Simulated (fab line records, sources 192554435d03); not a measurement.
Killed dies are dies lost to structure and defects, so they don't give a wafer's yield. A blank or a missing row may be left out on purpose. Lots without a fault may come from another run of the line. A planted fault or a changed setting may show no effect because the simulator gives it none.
Chamber matching | flow n5_finfet | N5_SD_EPI_N_ETCH_34 on rie_diel-02: 4 sister chambers
The step etches SiARC in CF4, target depth 45.5 nm, time 75.8 s. 4 wafers are shown with their chamber, then 8 later ones without.

WAFERS WITH THEIR CHAMBER
wafer  | chamber | showerhead_plenum_p_Torr (Torr)
L087.5 | 0       | 2.03
L089.1 | 2       | 2.10
L089.2 | 1       | 2.03
L091.1 | 3       | 2.14

WAFERS WITHOUT THEIR CHAMBER
wafer  | showerhead_plenum_p_Torr (Torr)
L091.2 | 2.03
L091.3 | 2.03
L091.4 | 2.10
L091.5 | 2.03
L091.6 | 2.10
L095.1 | 2.02
L095.3 | 2.28
L095.4 | 2.09

WHICH CHAMBER EACH WENT THROUGH
wafer  | from the rows above               | in truth
L091.2 | can't be placed: 0 or 1 or 2      | 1
L091.3 | can't be placed: 0 or 1 or 2      | 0
L091.4 | can't be placed: 2 or 3 or 0 or 1 | 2
L091.5 | can't be placed: 0 or 1 or 2      | 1
L091.6 | can't be placed: 2 or 3 or 0 or 1 | 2
L095.1 | can't be placed: 0 or 1 or 2      | 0
L095.3 | can't be placed: 3 or 2           | 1
L095.4 | can't be placed: 2 or 3 or 0 or 1 | 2
Placed correctly: 0 of 8. Can't be placed from these rows: 8 (the true chamber is among the candidates in 7). Placed wrongly: 0.
How it was worked out, from the rows above alone: a wafer's distance from a chamber is the root of the sum, over the readings, of the square of ((its reading less the chamber's mean) divided by the reading's scatter). The wafer belongs to the nearest chamber; if the next one is less than 2 further off, it can't be placed. A chamber's mean is the mean of its shown wafers. The scatter: with one shown wafer a chamber, the root of the mean of the squares of how far each hidden wafer lies from its nearest shown one.
